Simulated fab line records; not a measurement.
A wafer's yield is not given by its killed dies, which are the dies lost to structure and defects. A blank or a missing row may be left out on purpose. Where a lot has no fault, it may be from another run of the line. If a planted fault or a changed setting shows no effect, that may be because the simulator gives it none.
fab line records	flow n5Finfet
[record] lots = 12	wafers = 36	lastDay = 18
route steps=1938 shown BEOL_M5@1181 BEOL_M6@1199 PASSIVATION@1936
lots with no fault: from the same line, run without faults
startH: hours from the record's first day to the start of the lot's first wafer shown	waitH: how many hours have passed since the lot's step before this one	" the same as in the row above	L1.1+2: several wafers, shown together as one row	- no value, or no start given	* or withheld: withheld	< > ~ a bound
route shown NAME@n: names a module that has steps shown in the file, with the first one's number in the route	usual: the fault-free wafers' mean and standard deviation	same: alike in all rows	chamber/n: place in a boat	sites: the reading at each site	_std_site: standard deviation across them	_edge_site: the outer-site mean with the inner-site mean subtracted	radiusMm: how far each site lies from the wafer's centre	mask NAME#n: copy n	behind: the most recent tool/chamber to have shaped the wafer	hold: cause of the lot's hold/its duration in hours/its outcome	device: transistor that didn't switch, given as n, p or np	end of line: the route-end tests of the same wafers	step lacking rows: just its recipe	killed: dies that structure and defects cost at the first sort, which is not the same as the wafer's yield	map: the dies of a wafer, with x for killed, . for not killed, _ for no die there
set.NAME: the setting as run; set.NAME@STEP: as run at that earlier step	model.NAME: the simulator's own value behind a step, which no gauge read
one table for each step of the route and one row for each wafer, over a sample of lots
services: when a tool's chamber went out of use (startH, in hours from the record's first day, below 0 if earlier), for how many hours, and the reason
[[steps]]
[step N5_BEOL_M5_SPUTTER_88]
[recipe] material = Cu	targetThkA = 150	tempC = -20	chamberPressurePa = 0.07	powerW = withheld	timeS = 27.62
[usual] throttleValvePct = 30.4/1.1
lot.wafer	tool	chamber	startH	waitH	throttleValvePct
L835.3	pvdSputter-02	-	202.27	0.5	32.1
L835.4	"	-	"	"	30.4
L835.6	"	-	"	"	29.8
L837.2	pvdSputter-03	-	208.32	0.5	28.2
L837.4	"	-	"	"	31.3
L837.6	"	-	"	"	30.6
L838.3	pvdSputter-01	-	210.23	0.5	30.1
L838.4	"	-	"	"	29.0
L838.5	"	-	"	"	29.2
L839.1	pvdSputter-02	-	220.14	0.5	32.1
L839.3	"	-	"	"	30.3
L839.5	"	-	"	"	30.0
L840.3	pvdSputter-03	-	227.53	0.5	30.7
L840.4	"	-	"	"	29.5
L840.5	"	-	"	"	31.6
L851.2	pvdSputter-01	-	286.81	0.5	29.5
L851.3	"	-	"	"	31.5
L851.6	"	-	"	"	29.2
L852.3	pvdSputter-01	-	300.99	0.5	29.4
L852.5	"	-	"	"	29.4
L852.6	"	-	"	"	31.9
L854.1	pvdSputter-03	-	311.49	0.5	28.3
L854.2	"	-	"	"	31.4
L854.4	"	-	"	"	30.6
L853.1	pvdSputter-01	-	312.04	0.5	29.6
L853.3	"	-	"	"	29.4
L853.5	"	-	"	"	30.0
L855.2	pvdSputter-01	-	321.18	0.5	31.7
L855.4	"	-	"	"	29.4
L855.6	"	-	"	"	29.6
L857.4	pvdSputter-02	-	321.28	0.5	32.2
L857.5	"	-	"	"	32.0
L857.6	"	-	"	"	30.1
L856.2	pvdSputter-02	-	331.50	0.5	31.7
L856.3	"	-	"	"	32.1
L856.5	"	-	"	"	31.6
[step N5_BEOL_M5_CO_CAP_78]
[recipe] material = Co	targetThkA = 20	tempC = 200	precursor = CCTBA/H2	pressureTorr = 30	timeS = 102.1
[usual] heaterPowerW = 225/23
lot.wafer	tool	chamber	startH	waitH	heaterPowerW
L835.3	cvdCo-01	2	204.47	0.0	213
L835.4	"	0	"	"	244
L835.6	"	2	"	"	206
L837.2	cvdCo-01	0	210.49	0.0	250
L837.4	"	0	"	"	248
L837.6	"	2	"	"	205
L838.3	cvdCo-01	1	212.19	0.0	184
L838.4	"	1	"	"	190
L838.5	"	0	"	"	247
L839.1	cvdCo-01	1	222.31	0.0	187
L839.3	"	0	"	"	250
L839.5	"	2	"	"	207
L840.3	cvdCo-01	0	229.69	0.0	245
L840.4	"	0	"	"	241
L840.5	"	1	"	"	188
L851.2	cvdCo-02	1	289.11	0.0	254
L851.3	"	0	"	"	239
L851.6	"	2	"	"	235
L852.3	cvdCo-01	1	302.98	0.0	187
L852.5	"	2	"	"	214
L852.6	"	1	"	"	186
L854.1	cvdCo-02	0	313.74	0.0	236
L854.2	"	2	"	"	229
L854.4	"	2	"	"	231
L853.1	cvdCo-01	1	314.27	0.0	184
L853.3	"	2	"	"	209
L853.5	"	2	"	"	211
L855.2	cvdCo-02	0	323.14	0.0	242
L855.4	"	2	"	"	230
L855.6	"	1	"	"	246
L857.4	cvdCo-02	2	323.28	0.0	226
L857.5	"	1	"	"	254
L857.6	"	0	"	"	241
L856.2	cvdCo-02	0	333.48	0.0	238
L856.3	"	2	"	"	225
L856.5	"	2	"	"	226
[step N5_BEOL_M5_INSPECT_58]
[recipe] inspectInstrument = darkfield	mode = postDep
[usual] rawDefectCount = 66/18
lot.wafer	tool	chamber	startH	waitH	rawDefectCount
L835.3	defectInspect-01	-	204.68	0.0	53
L835.4	"	-	"	"	47
L835.6	"	-	"	"	61
L837.2	defectInspect-02	-	210.73	0.0	88
L837.4	"	-	"	"	77
L837.6	"	-	"	"	63
L838.3	defectInspect-01	-	212.40	0.0	65
L838.4	"	-	"	"	61
L838.5	"	-	"	"	77
L839.1	defectInspect-02	-	222.55	0.0	71
L839.3	"	-	"	"	56
L839.5	"	-	"	"	84
L840.3	defectInspect-02	-	229.91	0.0	69
L840.4	"	-	"	"	78
L840.5	"	-	"	"	92
L851.2	defectInspect-01	-	289.32	0.0	64
L851.3	"	-	"	"	44
L851.6	"	-	"	"	57
L852.3	defectInspect-01	-	303.19	0.0	107
L852.5	"	-	"	"	63
L852.6	"	-	"	"	55
L854.1	defectInspect-01	-	313.94	0.0	74
L854.2	"	-	"	"	42
L854.4	"	-	"	"	61
L853.1	defectInspect-02	-	314.48	0.0	52
L853.3	"	-	"	"	45
L853.5	"	-	"	"	59
L855.2	defectInspect-01	-	323.35	0.0	55
L855.4	"	-	"	"	67
L855.6	"	-	"	"	71
L857.4	defectInspect-01	-	323.46	0.0	64
L857.5	"	-	"	"	54
L857.6	"	-	"	"	65
L856.2	defectInspect-02	-	333.73	0.0	95
L856.3	"	-	"	"	56
L856.5	"	-	"	"	67
[step N5_BEOL_M6_COAT_59]
[recipe] resist = SOC	tempC = 250	timeS = 60	spinRpm = 1500	resistThkNm = 100
[usual] spinSpeedRpm = 1500.0/1.1
lot.wafer	tool	chamber	startH	waitH	spinSpeedRpm
L835.3	lithoTrack-05	0	206.89	0.1	1500.3
L835.4	"	0	"	"	1500.5
L835.6	"	0	"	"	1498.3
L837.2	lithoTrack-02	0	211.86	0.1	1499.9
L837.4	"	0	"	"	1500.6
L837.6	"	0	"	"	1501.8
L838.3	lithoTrack-01	0	214.70	0.1	1499.3
L838.4	"	0	"	"	1499.0
L838.5	"	0	"	"	1500.4
L839.1	lithoTrack-05	0	226.40	0.1	1495.7
L839.3	"	0	"	"	1499.7
L839.5	"	0	"	"	1501.4
L840.3	lithoTrack-01	0	231.90	0.1	1499.9
L840.4	"	0	"	"	1502.1
L840.5	"	0	"	"	1500.0
L851.2	lithoTrack-05	0	291.13	0.1	1572.8
L851.3	"	0	"	"	1571.8
L851.6	"	0	"	"	1573.8
L852.3	lithoTrack-05	0	304.45	0.1	1573.5
L852.5	"	0	"	"	1574.0
L852.6	"	0	"	"	1572.6
L854.1	lithoTrack-01	0	316.00	0.1	1498.1
L854.2	"	0	"	"	1498.6
L854.4	"	0	"	"	1499.8
L853.1	lithoTrack-01	0	316.12	0.1	1500.8
L853.3	"	0	"	"	1498.4
L853.5	"	0	"	"	1498.2
L855.2	lithoTrack-01	0	324.73	0.1	1500.2
L855.4	"	0	"	"	1501.6
L855.6	"	0	"	"	1500.2
L857.4	lithoTrack-02	0	326.09	0.1	1499.0
L857.5	"	0	"	"	1497.9
L857.6	"	0	"	"	1498.3
L856.2	lithoTrack-01	0	336.18	0.1	1500.4
L856.3	"	0	"	"	1501.0
L856.5	"	0	"	"	1500.0
[step N5_PASSIVATION_PROBE_49]
[usual] defectLimitedYield = 91.6/1.4	killed_at_M0_to_M3 = 33/9.7	killed_at_M4_up = 13/5.4	killedAtContacts = 13/6.6	killedAtFrontEnd = 36/11	killedAtOther = 3.9/3	killedDies = 99/16	killedOpen = 66/12	killedShort = 32/7.9	sort_bin_5_function = 4.9/0.9	sort_bin_6_memory = 3.2/0.67	sortNPass = 1081/16	sortYieldPct = 91.6/1.4
[same] grossDies = 1180	killedAtBackSide = 0	sort_bin_4_leakage[%] = 0	sort_bin_8_speed[%] = 0
lot.wafer	tool	chamber	startH	waitH	defectLimitedYield[%]	killed_at_M0_to_M3	killed_at_M4_up	killedAtContacts	killedAtFrontEnd	killedAtOther	killedDies	killedOpen	killedShort	sort_bin_5_function[%]	sort_bin_6_memory[%]	sortNPass	sortYieldPct[%]
L835.3	prober-01	-	302.98	0.1	93.0	21	20	6	28	8	83	52	31	4.6	2.3	1097	93.0
L835.4	prober-01	-	303.03	0.2	91.9	27	24	12	30	2	95	67	28	4.7	3.1	1085	91.9
L835.6	prober-01	-	303.13	0.3	92.7	29	11	12	32	2	86	60	26	4.3	2.8	1094	92.7
L837.2	prober-02	-	308.13	0.1	90.3	43	13	17	38	4	115	75	39	5.7	3.8	1065	90.3
L837.4	prober-02	-	308.23	0.2	90.6	29	10	25	35	12	111	72	38	6.3	2.8	1069	90.6
L837.6	prober-02	-	308.33	0.3	93.2	34	11	15	14	6	80	48	31	3.5	3.0	1100	93.2
L838.3	prober-01	-	309.20	0.5	90.8	37	11	7	54	0	109	67	38	5.4	3.1	1071	90.8
L838.4	prober-01	-	309.25	0.6	91.9	43	9	9	34	1	96	74	21	5.6	2.3	1084	91.9
L838.5	prober-01	-	309.30	0.6	91.1	39	16	11	37	2	105	73	27	6.0	2.6	1075	91.1
L839.1	prober-02	-	313.88	0.0	93.0	19	26	13	24	1	83	62	20	3.4	3.4	1097	93.0
L839.3	prober-02	-	313.98	0.1	93.4	24	8	8	36	2	78	54	24	3.7	2.5	1102	93.4
L839.5	prober-02	-	314.08	0.2	91.5	30	26	8	29	7	100	76	22	5.3	3.1	1080	91.5
L840.3	prober-01	-	323.21	0.1	91.4	37	15	6	36	8	102	67	34	4.8	3.7	1078	91.4
L840.4	prober-01	-	323.26	0.2	90.2	44	19	21	32	0	116	82	34	5.5	4.0	1064	90.2
L840.5	prober-01	-	323.31	0.2	91.9	40	11	4	33	8	96	60	36	4.8	3.1	1084	91.9
L851.2	prober-01	-	380.51	0.1	92.8	32	4	16	29	4	85	56	29	3.8	3.1	1095	92.8
L851.3	prober-01	-	380.56	0.1	91.6	26	5	20	46	2	99	68	30	5.0	3.2	1081	91.6
L851.6	prober-01	-	380.71	0.3	91.5	21	18	25	28	8	100	70	30	5.8	2.5	1080	91.5
L852.3	prober-02	-	388.29	0.1	90.8	27	9	19	51	3	109	71	36	5.2	3.6	1071	90.8
L852.5	prober-02	-	388.39	0.2	93.2	18	13	14	31	4	80	52	27	3.6	2.9	1100	93.2
L852.6	prober-02	-	388.44	0.3	93.1	19	6	9	45	3	82	50	30	4.2	2.5	1098	93.1
L854.1	prober-02	-	404.64	0.0	89.9	17	10	24	63	5	119	83	35	5.0	4.7	1061	89.9
L854.2	prober-02	-	404.69	0.1	91.8	42	14	11	29	1	97	62	31	5.0	3.0	1083	91.8
L854.4	prober-02	-	404.79	0.2	92.0	28	12	12	35	7	94	63	30	4.2	3.5	1086	92.0
L853.1	prober-01	-	406.61	0.0	92.9	27	8	15	33	1	84	65	19	3.9	3.1	1096	92.9
L853.3	prober-01	-	406.71	0.1	92.1	37	8	11	28	9	93	53	40	4.7	2.8	1087	92.1
L853.5	prober-01	-	406.81	0.2	92.9	27	8	11	35	3	84	54	30	4.3	2.5	1096	92.9
L855.2	prober-02	-	420.60	0.1	93.6	25	8	4	37	2	76	51	24	4.0	2.3	1104	93.6
L855.4	prober-02	-	420.70	0.2	90.1	51	7	25	33	1	117	68	47	5.8	3.9	1063	90.1
L855.6	prober-02	-	420.80	0.3	89.8	46	11	8	54	1	120	74	45	5.8	4.2	1060	89.8
L857.4	prober-01	-	421.40	0.2	91.4	34	18	13	30	7	102	67	34	5.3	2.9	1078	91.4
L857.5	prober-01	-	421.45	0.2	91.5	31	11	22	30	6	100	67	33	4.7	3.5	1080	91.5
L857.6	prober-01	-	421.50	0.3	90.9	35	14	22	34	2	107	70	36	5.2	3.9	1073	90.9
L856.2	prober-01	-	427.12	0.1	91.2	40	10	5	37	12	104	64	39	4.5	3.7	1076	91.2
L856.3	prober-01	-	427.17	0.1	91.1	43	22	4	32	4	105	65	39	5.5	2.9	1075	91.1
L856.5	prober-01	-	427.27	0.2	90.8	34	17	11	41	5	108	69	39	5.8	2.8	1072	90.8
// killed by level:class
L835.3 BEOL_M4:geometricParticle:open=8 BEOL_M0_SAQP:geometricParticle:short=8 STI_FIN_REVEAL:geometricParticle:open=8 BEOL_M0_SAQP:geometricParticle:open=6 STI_FIN_REVEAL:geometricParticle:short=5 STARTING-WAFER:geometricParticle:open=5 FIN_SAQP:geometricParticle:open=4 MOL_CONTACT_COAG:geometricParticle:open=4
L835.4 BEOL_M4:geometricParticle:open=11 MOL_CONTACT_COAG:geometricParticle:open=9 BEOL_M0_SAQP:geometricParticle:short=7 FIN_SAQP:geometricParticle:open=5 BEOL_M0_SAQP:geometricParticle:open=5 BEOL_M2:geometricParticle:open=5 BEOL_M3:geometricParticle:open=5 STARTING-WAFER:geometricParticle:short=5
L835.6 MOL_CONTACT_COAG:geometricParticle:open=11 BEOL_M0_SAQP:geometricParticle:short=7 BEOL_M1:geometricParticle:open=7 BEOL_M2:geometricParticle:open=6 FIN_SAQP:geometricParticle:open=5 DUMMY_GATE:geometricParticle:open=5 BEOL_M0:geometricParticle:open=5 FIN_SAQP:geometricParticle:short=4
L837.2 MOL_CONTACT_COAG:geometricParticle:open=15 BEOL_M3:geometricParticle:open=10 STI_FIN_REVEAL:geometricParticle:open=7 BEOL_M0_SAQP:geometricParticle:short=7 BEOL_M5:geometricParticle:open=7 BEOL_M0_SAQP:geometricParticle:open=6 BEOL_M2:geometricParticle:open=6 GATE_CUT:geometricParticle:short=5
L837.4 MOL_CONTACT_COAG:geometricParticle:open=17 MOL_CONTACT_COAG:geometricParticle:short=8 BEOL_M0_SAQP:geometricParticle:open=7 DUMMY_GATE:geometricParticle:open=6 GATE_CUT:geometricParticle:short=6 BEOL_M3:geometricParticle:open=6 STARTING-WAFER:geometricParticle:open=6 BEOL_M5:geometricParticle:open=5
L837.6 MOL_CONTACT_COAG:geometricParticle:open=11 BEOL_M3:geometricParticle:open=11 BEOL_M0_SAQP:geometricParticle:short=8 BEOL_M0_SAQP:geometricParticle:open=6 BEOL_M4:geometricParticle:open=5 MOL_CONTACT_COAG:geometricParticle:short=4 STARTING-WAFER:geometricParticle:short=4 GATE_CUT:geometricParticle:short=3
L838.3 DUMMY_GATE:geometricParticle:open=10 FIN_SAQP:geometricParticle:open=9 BEOL_M0:geometricParticle:short=8 STI_FIN_REVEAL:geometricParticle:open=7 MOL_CONTACT_COAG:geometricParticle:open=7 BEOL_M2:geometricParticle:open=7 GATE_CUT:geometricParticle:short=6 BEOL_M1:geometricParticle:open=6
L838.4 BEOL_M0_SAQP:geometricParticle:open=20 FIN_SAQP:geometricParticle:open=10 STI_FIN_REVEAL:geometricParticle:open=9 BEOL_M1:geometricParticle:open=8 BEOL_M0_SAQP:geometricParticle:short=7 MOL_CONTACT_COAG:geometricParticle:open=6 BEOL_M3:geometricParticle:open=5 FIN_CUT:geometricParticle:short=4
L838.5 DUMMY_GATE:geometricParticle:open=13 BEOL_M0:geometricParticle:short=11 MOL_CONTACT_COAG:geometricParticle:open=10 FIN_SAQP:geometricParticle:open=8 STI_FIN_REVEAL:geometricParticle:open=7 BEOL_M0_SAQP:geometricParticle:open=7 BEOL_M3:geometricParticle:open=6 BEOL_M0_SAQP:geometricParticle:short=5
L839.1 MOL_CONTACT_COAG:geometricParticle:open=11 STI_FIN_REVEAL:geometricParticle:open=8 BEOL_M4:geometricParticle:open=8 BEOL_M0_SAQP:geometricParticle:short=6 FIN_SAQP:geometricParticle:open=5 BEOL_M3:geometricParticle:open=4 BEOL_M5:geometricParticle:open=4 DUMMY_GATE:geometricParticle:open=3
L839.3 BEOL_M3:geometricParticle:open=9 FIN_SAQP:geometricParticle:short=8 STI_FIN_REVEAL:geometricParticle:open=8 MOL_CONTACT_COAG:geometricParticle:open=8 STI_FIN_REVEAL:geometricParticle:short=5 BEOL_M4:geometricParticle:open=5 DUMMY_GATE:geometricParticle:open=4 BEOL_M1:geometricParticle:open=4
L839.5 FIN_SAQP:geometricParticle:open=11 BEOL_M1:geometricParticle:open=10 BEOL_M4:geometricParticle:open=10 MOL_CONTACT_COAG:geometricParticle:open=7 BEOL_M2:geometricParticle:open=7 BEOL_M5:geometricParticle:open=5 BEOL_M3:geometricParticle:open=4 FIN_SAQP:geometricParticle:short=3
L840.3 BEOL_M0_SAQP:geometricParticle:short=11 BEOL_M0_SAQP:geometricParticle:open=11 BEOL_M3:geometricParticle:open=8 STI_FIN_REVEAL:geometricParticle:open=7 DUMMY_GATE:geometricParticle:open=6 BEOL_M4:geometricParticle:open=6 GATE_CUT:geometricParticle:short=4 MOL_CONTACT_COAG:geometricParticle:open=4
L840.4 MOL_CONTACT_COAG:geometricParticle:open=17 BEOL_M3:geometricParticle:open=17 BEOL_M4:geometricParticle:open=14 STI_FIN_REVEAL:geometricParticle:open=9 BEOL_M0_SAQP:geometricParticle:short=8 BEOL_M0_SAQP:geometricParticle:open=8 FIN_SAQP:geometricParticle:open=7 MOL_CONTACT_COAG:geometricParticle:short=4
L840.5 BEOL_M2:geometricParticle:open=10 BEOL_M3:geometricParticle:open=10 BEOL_M0_SAQP:geometricParticle:open=7 FIN_SAQP:geometricParticle:open=5 GATE_CUT:geometricParticle:short=5 BEOL_M0:geometricParticle:short=5 FIN_SAQP:geometricParticle:short=4 STARTING-WAFER:geometricParticle:short=4
L851.2 MOL_CONTACT_COAG:geometricParticle:open=14 BEOL_M1:geometricParticle:open=9 FIN_SAQP:geometricParticle:short=8 GATE_CUT:geometricParticle:short=7 BEOL_M2:geometricParticle:open=6 FIN_SAQP:geometricParticle:open=5 BEOL_M3:geometricParticle:open=5 STI_FIN_REVEAL:geometricParticle:open=4
L851.3 STI_FIN_REVEAL:geometricParticle:open=21 MOL_CONTACT_COAG:geometricParticle:open=13 BEOL_M1:geometricParticle:open=8 MOL_CONTACT_COAG:geometricParticle:short=7 GATE_CUT:geometricParticle:short=6 BEOL_M2:geometricParticle:open=6 STI_FIN_REVEAL:geometricParticle:short=5 FIN_SAQP:geometricParticle:open=3
L851.6 MOL_CONTACT_COAG:geometricParticle:open=20 BEOL_M4:geometricParticle:open=11 FIN_SAQP:geometricParticle:open=7 STI_FIN_REVEAL:geometricParticle:open=7 MOL_CONTACT_COAG:geometricParticle:short=5 BEOL_M1:geometricParticle:open=5 FIN_SAQP:geometricParticle:short=4 MIM_TOP_ETCH:geometricParticle:short=4
L852.3 MOL_CONTACT_COAG:geometricParticle:open=17 FIN_SAQP:geometricParticle:open=15 FIN_SAQP:geometricParticle:short=14 BEOL_M1:geometricParticle:open=11 BEOL_M0_SAQP:geometricParticle:open=5 BEOL_M2:geometricParticle:open=5 GATE_CUT:geometricParticle:short=4 STARTING-WAFER:geometricParticle:short=4
L852.5 MOL_CONTACT_COAG:geometricParticle:open=10 FIN_SAQP:geometricParticle:short=8 BEOL_M3:geometricParticle:open=8 BEOL_M4:geometricParticle:open=7 GATE_CUT:geometricParticle:short=4 MOL_CONTACT_COAG:geometricParticle:short=4 DUMMY_GATE:geometricParticle:open=3 ILD0:geometricParticle:open=3
L852.6 FIN_SAQP:geometricParticle:open=15 FIN_SAQP:geometricParticle:short=11 MOL_CONTACT_COAG:geometricParticle:open=6 BEOL_M3:geometricParticle:open=5 GATE_CUT:geometricParticle:short=3 GATE_CUT:geometricParticle:open=3 MOL_CONTACT_COAG:geometricParticle:short=3 BEOL_M0_SAQP:geometricParticle:open=3
L854.1 FIN_SAQP:geometricParticle:open=22 MOL_CONTACT_COAG:geometricParticle:open=18 FIN_SAQP:geometricParticle:short=12 STI_FIN_REVEAL:geometricParticle:open=9 DUMMY_GATE:geometricParticle:open=9 BEOL_M4:geometricParticle:open=7 MOL_CONTACT_COAG:geometricParticle:short=6 BEOL_M0_SAQP:geometricParticle:short=5
L854.2 BEOL_M0_SAQP:geometricParticle:open=13 BEOL_M2:geometricParticle:open=10 STI_FIN_REVEAL:geometricParticle:open=7 MOL_CONTACT_COAG:geometricParticle:open=7 BEOL_M0_SAQP:geometricParticle:short=6 BEOL_M3:geometricParticle:open=5 BEOL_M4:geometricParticle:short=5 FIN_SAQP:geometricParticle:open=4
L854.4 MOL_CONTACT_COAG:geometricParticle:open=10 BEOL_M0_SAQP:geometricParticle:open=9 FIN_SAQP:geometricParticle:short=8 FIN_SAQP:geometricParticle:open=8 BEOL_M0_SAQP:geometricParticle:short=7 BEOL_M2:geometricParticle:open=6 BEOL_M4:geometricParticle:open=6 ILD0:geometricParticle:short=4
L853.1 MOL_CONTACT_COAG:geometricParticle:open=12 STI_FIN_REVEAL:geometricParticle:open=10 BEOL_M3:geometricParticle:open=8 FIN_SAQP:geometricParticle:open=7 BEOL_M0_SAQP:geometricParticle:open=7 BEOL_M0_SAQP:geometricParticle:short=5 FIN_SAQP:geometricParticle:short=3 DUMMY_GATE:geometricParticle:open=3
L853.3 BEOL_M0_SAQP:geometricParticle:open=11 BEOL_M0_SAQP:geometricParticle:short=9 MOL_CONTACT_COAG:geometricParticle:open=9 BEOL_M0:geometricParticle:open=5 STI_FIN_REVEAL:geometricParticle:open=4 STI_FIN_REVEAL:geometricParticle:short=4 BEOL_M3:geometricParticle:short=4 FIN_SAQP:geometricParticle:short=3
L853.5 BEOL_M0_SAQP:geometricParticle:open=9 MOL_CONTACT_COAG:geometricParticle:open=8 FIN_SAQP:geometricParticle:open=7 BEOL_M0_SAQP:geometricParticle:short=7 GATE_CUT:geometricParticle:short=6 STI_FIN_REVEAL:geometricParticle:open=5 BEOL_M2:geometricParticle:open=5 DUMMY_GATE:geometricParticle:open=4
L855.2 BEOL_M0_SAQP:geometricParticle:open=9 FIN_SAQP:geometricParticle:short=7 BEOL_M3:geometricParticle:open=7 FIN_SAQP:geometricParticle:open=6 MOL_CONTACT_COAG:geometricParticle:open=4 STI_FIN_REVEAL:geometricParticle:open=4 STI_FIN_REVEAL:geometricParticle:short=3 GATE_CUT:geometricParticle:short=3
L855.4 MOL_CONTACT_COAG:geometricParticle:open=15 FIN_SAQP:geometricParticle:short=12 BEOL_M0_SAQP:geometricParticle:open=12 MOL_CONTACT_COAG:geometricParticle:short=10 BEOL_M2:geometricParticle:open=10 BEOL_M3:geometricParticle:open=6 BEOL_M0_SAQP:geometricParticle:short=6 BEOL_M1:geometricParticle:open=6
L855.6 STI_FIN_REVEAL:geometricParticle:open=17 BEOL_M3:geometricParticle:open=11 FIN_SAQP:geometricParticle:open=9 BEOL_M0_SAQP:geometricParticle:short=8 BEOL_M0_SAQP:geometricParticle:open=8 STI_FIN_REVEAL:geometricParticle:short=7 MOL_CONTACT_COAG:geometricParticle:open=7 BEOL_M2:geometricParticle:short=7
L857.4 MOL_CONTACT_COAG:geometricParticle:open=13 BEOL_M0_SAQP:geometricParticle:short=12 BEOL_M0_SAQP:geometricParticle:open=9 STI_FIN_REVEAL:geometricParticle:open=8 FIN_SAQP:geometricParticle:open=6 BEOL_M7:geometricParticle:open=6 BEOL_M3:geometricParticle:open=5 BEOL_M4:geometricParticle:open=5
L857.5 MOL_CONTACT_COAG:geometricParticle:open=16 BEOL_M0_SAQP:geometricParticle:short=12 STI_FIN_REVEAL:geometricParticle:open=8 BEOL_M1:geometricParticle:open=8 MOL_CONTACT_COAG:geometricParticle:short=6 GATE_CUT:geometricParticle:short=5 DUMMY_GATE:geometricParticle:open=4 BEOL_M0_SAQP:geometricParticle:open=4
L857.6 MOL_CONTACT_COAG:geometricParticle:open=19 BEOL_M0_SAQP:geometricParticle:short=13 DUMMY_GATE:geometricParticle:open=8 STI_FIN_REVEAL:geometricParticle:open=7 BEOL_M1:geometricParticle:open=7 BEOL_M0_SAQP:geometricParticle:open=6 GATE_CUT:geometricParticle:short=4 BEOL_M3:geometricParticle:open=4
L856.2 DUMMY_GATE:geometricParticle:open=11 BEOL_M3:geometricParticle:open=10 BEOL_M0_SAQP:geometricParticle:open=9 BEOL_M1:geometricParticle:open=8 GATE_CUT:geometricParticle:short=7 FIN_SAQP:geometricParticle:short=6 BEOL_M0_SAQP:geometricParticle:short=6 PAD_METAL:geometricParticle:open=6
L856.3 FIN_SAQP:geometricParticle:open=10 BEOL_M0_SAQP:geometricParticle:short=8 BEOL_M0_SAQP:geometricParticle:open=8 BEOL_M0:geometricParticle:short=8 BEOL_M3:geometricParticle:open=8 BEOL_M4:geometricParticle:open=7 BEOL_M2:geometricParticle:open=7 BEOL_M4:geometricParticle:short=5
L856.5 FIN_SAQP:geometricParticle:short=9 MOL_CONTACT_COAG:geometricParticle:open=8 BEOL_M0_SAQP:geometricParticle:open=8 BEOL_M4:geometricParticle:open=7 FIN_SAQP:geometricParticle:open=6 STI_FIN_REVEAL:geometricParticle:open=6 BEOL_M3:geometricParticle:open=5 DUMMY_GATE:geometricParticle:open=4
[[services]]
tool	chamber	startH	hours	kind
cvdCo-01	-	245.95	6.9	pm
cvdCo-02	-	284.48	3.8	pm
cvdCo-01	2	319.64	1.8	repair
lithoTrack-05	-	330.26	-	consumableReplace:filter
cvdCo-02	1	333.37	-	clean
cvdCo-02	1	333.37	22.0	scheduledDown
cvdCo-02	1	333.37	22.0	ventCycle
[[key]]
[firstSign] step = N5_BEOL_M6_COAT_59	reading = spinSpeedRpm	direction = up	sigmas = 65	usual = *	struck = *
effect none on later readings
metAt N5_BEOL_M6_COAT_59
struckLots L851,L852
notActingAt N5_BEOL_M5_SPUTTER_88,N5_BEOL_M5_CO_CAP_78,N5_BEOL_M5_INSPECT_58
onsetBetween 226.40 291.13
[fault] kind = processParameterDrift	tool = lithoTrack-05	chamber = -	onsetH = 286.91	steps = N5_BEOL_M6_COAT_59	channel = spinRpm	offset = *	shape = step	endH = 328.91	actsIn = *	stated = *
